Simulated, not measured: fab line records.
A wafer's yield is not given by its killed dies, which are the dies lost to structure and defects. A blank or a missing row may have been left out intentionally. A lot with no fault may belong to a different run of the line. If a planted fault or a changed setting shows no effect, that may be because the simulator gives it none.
Which of the tools did it? + flow n5 finfet + 24 lots, 72 wafers sampled, at 6 steps of a route of 1938

## WHAT THE GAUGES SHOWED, per wafer
N5_BEOL_M11_OVL_MEAS_12.
| lot  | measured     | on         | M11_OVL (nm)   |
|------|--------------|------------|----------------|
| L075 | day 10 20:04 | overlay-01 | -1.7 -0.8 -1.1 |
| L074 | day 10 21:13 | overlay-01 | 0.0 -0.7 -0.1  |
| L076 | day 11 05:23 | overlay-02 | 1.0 0.1 -0.3   |
| L077 | day 11 13:53 | overlay-01 | -1.1 -1.0 -1.2 |
| L078 | day 11 23:06 | overlay-02 | 1.3 0.7 0.0    |
| L080 | day 12 06:13 | overlay-02 | -0.9 -0.8 0.2  |
| L081 | day 12 14:40 | overlay-01 | -0.4 -1.3 -1.4 |
| L079 | day 12 14:51 | overlay-02 | -0.8 0.1 0.2   |
| L083 | day 12 20:11 | overlay-02 | -0.6 -0.9 -1.4 |
| L082 | day 13 02:38 | overlay-01 | 0.3 0.5 0.1    |
| L084 | day 13 14:44 | overlay-01 | -0.5 0.1 0.5   |
| L085 | day 13 19:23 | overlay-01 | -1.4 -1.9 0.0  |
| L086 | day 13 20:23 | overlay-01 | -0.6 -1.0 -0.5 |
| L089 | day 14 06:08 | overlay-01 | 0.0 0.4 -0.3   |
| L088 | day 14 08:51 | overlay-01 | -0.7 -1.1 -1.2 |
| L087 | day 14 08:53 | overlay-02 | 2.2 -1.0 0.3   |
| L090 | day 14 14:02 | overlay-01 | -0.4 -0.5 -0.7 |
| L091 | day 14 14:26 | overlay-01 | -0.5 -0.1 -0.8 |
| L094 | day 15 07:10 | overlay-01 | -1.4 -1.5 -0.9 |
| L092 | day 15 07:38 | overlay-01 | 0.2 -1.0 0.4   |
| L093 | day 15 10:44 | overlay-02 | 0.9 1.4 1.8    |
| L095 | day 16 06:24 | overlay-01 | -1.1 -0.9 -0.7 |
| L096 | day 16 06:37 | overlay-02 | -0.6 -0.4 -0.4 |
| L097 | day 16 19:42 | overlay-02 | -1.6 -0.9 -0.8 |

N5_BEOL_M11_INSPECT_13: inspects for defects (brightfield).
| lot  | measured     | on                | raw defect count |
|------|--------------|-------------------|------------------|
| L075 | day 10 20:05 | defect inspect-02 | 477 503 469      |
| L074 | day 10 21:14 | defect inspect-02 | 344 279 349      |
| L076 | day 11 05:25 | defect inspect-01 | 448 456 510      |
| L077 | day 11 13:55 | defect inspect-02 | 270 356 339      |
| L078 | day 11 23:07 | defect inspect-02 | 445 378 457      |
| L080 | day 12 06:14 | defect inspect-01 | 280 410 431      |
| L081 | day 12 14:41 | defect inspect-01 | 308 334 481      |
| L079 | day 12 14:53 | defect inspect-01 | 349 312 286      |
| L083 | day 12 20:13 | defect inspect-01 | 408 375 379      |
| L082 | day 13 02:40 | defect inspect-02 | 323 483 356      |
| L084 | day 13 14:46 | defect inspect-02 | 468 436 452      |
| L085 | day 13 19:24 | defect inspect-01 | 562 673 434      |
| L086 | day 13 20:25 | defect inspect-01 | 532 429 500      |
| L089 | day 14 06:10 | defect inspect-02 | 360 379 306      |
| L088 | day 14 08:53 | defect inspect-01 | 482 641 500      |
| L087 | day 14 08:55 | defect inspect-02 | 563 461 439      |
| L090 | day 14 14:04 | defect inspect-02 | 446 437 376      |
| L091 | day 14 14:28 | defect inspect-01 | 330 361 353      |
| L094 | day 15 07:12 | defect inspect-01 | 312 355 493      |
| L092 | day 15 07:40 | defect inspect-02 | 522 304 513      |
| L093 | day 15 10:45 | defect inspect-01 | 377 413 436      |
| L095 | day 16 06:25 | defect inspect-01 | 542 844 406      |
| L096 | day 16 06:38 | defect inspect-02 | 427 453 438      |
| L097 | day 16 19:43 | defect inspect-02 | 553 464 587      |

N5_BEOL_M11_OCD_MEAS_38.
| lot  | measured     | on     | trench depth nm (nm) |
|------|--------------|--------|----------------------|
| L075 | day 10 21:34 | ocd-01 | 149 151 152          |
| L074 | day 10 22:44 | ocd-01 | 146 150 145          |
| L076 | day 11 07:45 | ocd-02 | 150 147 150          |
| L077 | day 11 18:54 | ocd-01 | 153 150 152          |
| L078 | day 12 02:04 | ocd-02 | 148 148 145          |
| L080 | day 12 09:34 | ocd-02 | 148 152 147          |
| L081 | day 12 19:51 | ocd-01 | 146 146 146          |
| L079 | day 12 19:23 | ocd-01 | 145 148 146          |
| L083 | day 12 22:14 | ocd-01 | 144 147 144          |
| L082 | day 13 05:00 | ocd-02 | 150 150 145          |
| L084 | day 13 18:07 | ocd-02 | 147 148 145          |
| L085 | day 13 22:18 | ocd-01 | 150 151 150          |
| L086 | day 13 22:37 | ocd-02 | 144 145 144          |
| L089 | day 14 08:37 | ocd-01 | 146 155 144          |
| L088 | day 14 10:36 | ocd-01 | 149 150 147          |
| L087 | day 14 15:01 | ocd-01 | 151 147 150          |
| L090 | day 14 18:13 | ocd-02 | 152 144 144          |
| L091 | day 14 17:28 | ocd-01 | 150 147 151          |
| L094 | day 15 10:44 | ocd-02 | 148 144 148          |
| L092 | day 15 10:34 | ocd-02 | 145 151 150          |
| L093 | day 15 12:17 | ocd-01 | 149 152 152          |
| L095 | day 16 07:52 | ocd-02 | 156 148 145          |
| L096 | day 16 08:13 | ocd-01 | 145 154 153          |
| L097 | day 16 22:41 | ocd-01 | 149 151 148          |

N5_BEOL_M12_CD_MEAS_10 targets a cd of 140 nm.
| lot  | measured     | on        | cd nm (nm)        |
|------|--------------|-----------|-------------------|
| L075 | day 11 03:49 | cd sem-01 | 145.3 139.9 143.7 |
| L074 | day 11 04:21 | cd sem-01 | 136.5 140.5 137.0 |
| L076 | day 11 11:17 | cd sem-01 | 137.9 141.3 137.4 |
| L077 | day 11 21:49 | cd sem-02 | 137.5 137.2 138.1 |
| L078 | day 12 06:25 | cd sem-02 | 135.8 136.0 135.8 |
| L080 | day 12 12:40 | cd sem-02 | 144.6 140.8 142.6 |
| L081 | day 13 00:11 | cd sem-01 | 137.6 139.2 137.7 |
| L079 | day 12 22:43 | cd sem-02 | 140.1 142.8 142.0 |
| L083 | day 13 01:13 | cd sem-01 | 139.3 141.7 140.5 |
| L082 | day 13 08:15 | cd sem-03 | 141.2 136.4 138.9 |
| L084 | day 13 21:29 | cd sem-03 | 141.8 139.1 137.8 |
| L085 | day 14 03:34 | cd sem-01 | 142.5 142.6 142.2 |
| L086 | day 14 03:36 | cd sem-01 | 134.2 136.8 137.2 |
| L089 | day 14 11:44 | cd sem-03 | 138.2 139.2 141.6 |
| L088 | day 14 15:06 | cd sem-02 | 140.3 142.6 140.6 |
| L087 | day 14 19:43 | cd sem-02 | 137.6 142.3 137.9 |
| L090 | day 14 22:23 | cd sem-01 | 138.3 139.1 140.0 |
| L091 | day 14 21:16 | cd sem-03 | 142.9 143.3 137.2 |
| L094 | day 15 14:42 | cd sem-02 | 138.4 141.6 141.4 |
| L092 | day 15 13:48 | cd sem-01 | 136.2 136.7 138.4 |
| L093 | day 15 15:37 | cd sem-02 | 139.4 135.9 140.8 |
| L095 | day 16 12:25 | cd sem-01 | 136.5 136.3 136.0 |
| L096 | day 16 12:28 | cd sem-03 | 143.3 140.3 140.4 |
| L097 | day 17 03:49 | cd sem-02 | 137.9 139.6 137.8 |

## TOOL THAT RAN EACH LOT (tool first, then ch and the chambers of the sampled wafers, then the start)
| lot  | N5_BEOL_M11_ETCH_61                | N5_BEOL_M11_STRIP_19               |
|------|------------------------------------|------------------------------------|
| L075 | rie diel-06 ch 1,2, day 10 20:09   | rie diel-01 ch 1,3, day 10 20:30   |
| L074 | rie diel-01 ch 0,1, day 10 21:19   | rie diel-04 ch 1,2,3, day 10 21:40 |
| L076 | rie diel-06 ch 0,1,2, day 11 05:29 | rie diel-04 ch 1,3, day 11 05:50   |
| L077 | rie diel-04 ch 0,1, day 11 13:59   | rie diel-04 ch 1,2, day 11 14:20   |
| L078 | rie diel-04 ch 0, day 11 23:19     | rie diel-06 ch 0,3, day 11 23:58   |
| L080 | rie diel-01 ch 0,1, day 12 06:20   | rie diel-06 ch 2,3, day 12 06:48   |
| L081 | rie diel-06 ch 0,2,3, day 12 15:14 | rie diel-04 ch 0,2, day 12 15:40   |
| L079 | rie diel-06 ch 0,1,2, day 12 15:29 | rie diel-06 ch 2,3, day 12 15:50   |
| L083 | rie diel-06 ch 1,3, day 12 20:29   | rie diel-06 ch 1,3, day 12 20:56   |
| L082 | rie diel-01 ch 1,2,3, day 13 02:46 | rie diel-04 ch 0,2, day 13 03:07   |
| L084 | rie diel-01 ch 0,1,3, day 13 15:02 | rie diel-04 ch 0,2,3, day 13 15:31 |
| L085 | rie diel-04 ch 0,2,3, day 13 19:31 | rie diel-06 ch 0,1,2, day 13 19:57 |
| L086 | rie diel-06 ch 1,2,3, day 13 20:29 | rie diel-01 ch 0,2, day 13 20:56   |
| L089 | rie diel-01 ch 0,1,3, day 14 06:13 | rie diel-01 ch 0,1,3, day 14 06:34 |
| L088 | rie diel-06 ch 1,2, day 14 09:01   | rie diel-01 ch 0,1, day 14 09:22   |
| L087 | rie diel-06 ch 0,1,2, day 14 09:16 | rie diel-04 ch 0,1,3, day 14 09:37 |
| L090 | rie diel-06 ch 1,2,3, day 14 14:08 | rie diel-06 ch 1,2,3, day 14 14:29 |
| L091 | rie diel-04 ch 0,1,2, day 14 14:38 | rie diel-06 ch 0,1,2, day 14 14:59 |
| L094 | rie diel-04 ch 1,2, day 15 07:16   | rie diel-01 ch 0,2, day 15 07:37   |
| L092 | rie diel-01 ch 0,1,2, day 15 07:44 | rie diel-06 ch 0,1,2, day 15 08:05 |
| L093 | rie diel-04 ch 0,3, day 15 10:51   | rie diel-04 ch 1,2, day 15 11:12   |
| L095 | rie diel-04 ch 1,2,3, day 16 06:29 | rie diel-01 ch 2,3, day 16 06:55   |
| L096 | rie diel-06 ch 0,2, day 16 06:43   | rie diel-04 ch 0,1,2, day 16 07:08 |
| L097 | rie diel-01 ch 0,2,3, day 16 20:07 | rie diel-04 ch 1,3, day 16 20:28   |
- N5_BEOL_M11_ETCH_61: etches SiARC in CF4, target depth 39 nm, time 65 s.
- N5_BEOL_M11_STRIP_19: strips in O2.

## WHAT THE TOOLS THEMSELVES READ (means of the sampled wafers that have a number; where no wafer has one, the mark that the record gives instead)
N5_BEOL_M11_ETCH_61.
| lot  | tool        | drypump motor current A (A) | etch rf on time s (s) | mfc ar sccm (sccm) | oes product au (a.u.) | rf vpp V (V) | showerhead plenum p Torr (Torr) | throttle valve pct (%) |
|------|-------------|-----------------------------|-----------------------|--------------------|-----------------------|--------------|---------------------------------|------------------------|
| L075 | rie diel-06 | 5.0                         | 64.2                  | 99.94              | 0.73                  | 184.6        | 2.17                            | 15.48                  |
| L074 | rie diel-01 | 6.3                         | 66.0                  | 99.81              | 0.62                  | 184.2        | 2.10                            | 15.89                  |
| L076 | rie diel-06 | 5.3                         | 65.2                  | 100.15             | 0.67                  | 183.6        | 2.15                            | 15.62                  |
| L077 | rie diel-04 | 5.4                         | 65.2                  | 100.02             | 0.62                  | 185.2        | 2.20                            | 15.83                  |
| L078 | rie diel-04 | 5.3                         | 65.5                  | 99.87              | 0.63                  | 185.3        | 2.21                            | 15.73                  |
| L080 | rie diel-01 | 6.3                         | 65.6                  | 100.09             | 0.61                  | 183.8        | 2.10                            | 15.91                  |
| L081 | rie diel-06 | 5.5                         | 64.1                  | 99.95              | 0.73                  | 185.3        | 2.19                            | 15.56                  |
| L079 | rie diel-06 | 5.3                         | 64.8                  | 100.01             | 0.67                  | 184.7        | 2.15                            | 15.64                  |
| L083 | rie diel-06 | 5.9                         | 63.1                  | 100.10             | 0.75                  | 182.9        | 2.06                            | 15.39                  |
| L082 | rie diel-01 | 5.8                         | 65.2                  | 99.95              | 0.71                  | 184.5        | 2.16                            | 15.62                  |
| L084 | rie diel-01 | 6.2                         | 65.9                  | 100.04             | 0.67                  | 184.2        | 2.09                            | 15.70                  |
| L085 | rie diel-04 | 5.7                         | 66.6                  | 100.12             | 0.69                  | 184.9        | 2.19                            | 15.53                  |
| L086 | rie diel-06 | 5.5                         | 64.0                  | 99.72              | 0.72                  | 184.0        | 2.11                            | 15.46                  |
| L089 | rie diel-01 | 6.2                         | 65.6                  | 100.00             | 0.67                  | 183.3        | 2.09                            | 15.72                  |
| L088 | rie diel-06 | 5.0                         | 63.5                  | 100.24             | 0.70                  | 184.5        | 2.17                            | 15.53                  |
| L087 | rie diel-06 | 5.3                         | 64.4                  | 99.74              | 0.65                  | 184.2        | 2.14                            | 15.65                  |
| L090 | rie diel-06 | 5.5                         | 64.0                  | 99.87              | 0.71                  | 184.0        | 2.11                            | 15.48                  |
| L091 | rie diel-04 | 5.5                         | 64.8                  | 100.19             | 0.71                  | 184.5        | 2.18                            | 15.65                  |
| L094 | rie diel-04 | 5.6                         | 63.9                  | 99.85              | 0.77                  | 185.2        | 2.17                            | 15.61                  |
| L092 | rie diel-01 | 5.9                         | 67.4                  | 99.92              | 0.60                  | 183.3        | 2.13                            | 15.95                  |
| L093 | rie diel-04 | 5.6                         | 65.9                  | 100.24             | 0.65                  | 184.6        | 2.20                            | 15.62                  |
| L095 | rie diel-04 | 5.8                         | 64.6                  | 100.05             | 0.74                  | 184.0        | 2.18                            | 15.51                  |
| L096 | rie diel-06 | 5.3                         | 66.0                  | 100.08             | 0.62                  | 185.6        | 2.21                            | 15.80                  |
| L097 | rie diel-01 | 5.7                         | 66.0                  | 100.16             | 0.74                  | 185.0        | 2.21                            | 15.58                  |

N5_BEOL_M11_STRIP_19.
| lot  | tool        | drypump motor current A (A) | oes product au (a.u.) | rf vpp V (V) | showerhead plenum p Torr (Torr) | throttle valve pct (%) |
|------|-------------|-----------------------------|-----------------------|--------------|---------------------------------|------------------------|
| L075 | rie diel-01 | 6.2                         | 0.72                  | 3.4          | 2.09                            | 16.85                  |
| L074 | rie diel-04 | 5.8                         | 0.73                  | 4.1          | 2.14                            | 16.82                  |
| L076 | rie diel-04 | 5.8                         | 0.68                  | 3.6          | 2.14                            | 16.86                  |
| L077 | rie diel-04 | 5.8                         | 0.78                  | 3.6          | 2.14                            | 16.80                  |
| L078 | rie diel-06 | 5.8                         | 0.80                  | 3.6          | 2.13                            | 16.81                  |
| L080 | rie diel-06 | 5.3                         | 0.89                  | 3.5          | 2.17                            | 16.48                  |
| L081 | rie diel-04 | 5.7                         | 0.79                  | 4.0          | 2.15                            | 16.71                  |
| L079 | rie diel-06 | 5.7                         | 0.91                  | 4.5          | 2.12                            | 16.49                  |
| L083 | rie diel-06 | 5.9                         | 0.87                  | 3.7          | 2.02                            | 16.51                  |
| L082 | rie diel-04 | 5.5                         | 0.76                  | 3.9          | 2.16                            | 16.80                  |
| L084 | rie diel-04 | 5.7                         | 0.81                  | 3.9          | 2.14                            | 16.58                  |
| L085 | rie diel-06 | 5.3                         | 0.77                  | 4.1          | 2.09                            | 16.65                  |
| L086 | rie diel-01 | 5.8                         | 0.70                  | 4.1          | 2.04                            | 16.96                  |
| L089 | rie diel-01 | 6.2                         | 0.78                  | 3.9          | 2.04                            | 16.77                  |
| L088 | rie diel-01 | 6.3                         | 0.69                  | 3.5          | 2.02                            | 17.05                  |
| L087 | rie diel-04 | 5.6                         | 0.87                  | 4.4          | 2.15                            | 16.64                  |
| L090 | rie diel-06 | 5.5                         | 0.83                  | 3.9          | 2.06                            | 16.52                  |
| L091 | rie diel-06 | 5.3                         | 0.76                  | 3.3          | 2.08                            | 16.67                  |
| L094 | rie diel-01 | 5.5                         | 0.72                  | 3.9          | 2.10                            | 16.89                  |
| L092 | rie diel-06 | 5.3                         | 0.76                  | 3.7          | 2.08                            | 16.67                  |
| L093 | rie diel-04 | 5.7                         | 0.84                  | 4.2          | 2.13                            | 16.71                  |
| L095 | rie diel-01 | 5.4                         | 0.80                  | 3.3          | 2.13                            | 16.61                  |
| L096 | rie diel-04 | 5.5                         | 0.81                  | 3.5          | 2.14                            | 16.79                  |
| L097 | rie diel-04 | 5.6                         | 0.91                  | 3.9          | 2.13                            | 16.61                  |

## THE ANSWER, worked out from the rows above alone
Rule: the lots themselves supply what counts as usual. Put in order of their means at a reading, lots are off if they are a third of the lots or fewer, leave a main group of 4 or more, and stand apart from it by a gap of 3 or more times the standard deviation of the main group's means; of several such gaps the widest counts. A main group is skipped when, at the precision printed for the reading in the tables above, its means are all equal. Also off: a lot with no number at a reading for which 4 or more lots have one. The other lots that the step has rows for count as sound. First the gauges in route order, then the tools' own readings, where a lot's mean is used as printed above. The first step at which some lot is off is used, and at that step the reading that is off furthest; a lot without a number counts as furthest.
No lot is off on any of the readings shown, so nothing can be concluded from this.

## WHAT THE SIMULATOR PUT IN
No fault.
